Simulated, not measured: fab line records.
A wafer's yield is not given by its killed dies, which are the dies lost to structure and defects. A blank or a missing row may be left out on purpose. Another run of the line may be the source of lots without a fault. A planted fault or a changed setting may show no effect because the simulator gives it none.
Matching of chambers -- flow n5 finfet -- N5_SDB_HM_DEP_00 on pecvd-04: 3 sister chambers
The step deposits SiNx from SiH4/NH3/N2, target thk 40 nm, time 35.3 s. 6 wafers are shown with their chamber, then 12 later ones without.

## WAFERS, EACH WITH ITS CHAMBER
wafer,chamber,throttle valve pct (%),showerhead plenum p Torr (Torr)
L086.4,0,42.9,5.20
L088.3,2,37.9,5.16
L088.5,1,42.2,5.12
L089.4,2,37.7,5.14
L089.5,1,42.5,5.13
L089.6,0,42.9,5.20

## WAFERS MISSING THEIR CHAMBER
wafer,throttle valve pct (%),showerhead plenum p Torr (Torr)
L091.2,37.7,5.14
L091.3,42.4,5.12
L091.4,42.5,5.14
L092.2,37.7,5.15
L092.5,37.9,5.14
L092.6,42.6,5.13
L094.1,42.9,5.20
L094.4,43.0,5.20
L094.6,42.5,5.12
L097.2,42.4,5.12
L097.5,43.0,5.21
L097.6,42.6,5.13

## EACH ONE'S CHAMBER
wafer,from the rows above,in truth
L091.2,2,2
L091.3,1,1
L091.4,1,1
L092.2,2,2
L092.5,2,2
L092.6,1,1
L094.1,0,0
L094.4,0,0
L094.6,1,1
L097.2,1,1
L097.5,0,0
L097.6,1,1
Placed correctly: 12 of 12. From these rows, 0 cannot be placed. Number placed wrongly: 0.
How it was worked out, from the rows above alone: a wafer's distance from a chamber is the root of the sum, over the readings, of the square of ((its reading less the chamber's mean) divided by the reading's scatter). If the next closest chamber is less than 2 further off than the closest, the wafer can't be placed; otherwise it belongs to the closest. Each chamber's mean is taken over the wafers shown for it. The scatter is the square root of a quotient: the sum, over the shown wafers, of each reading's squared deviation from its chamber's mean, divided by wafers minus chambers.
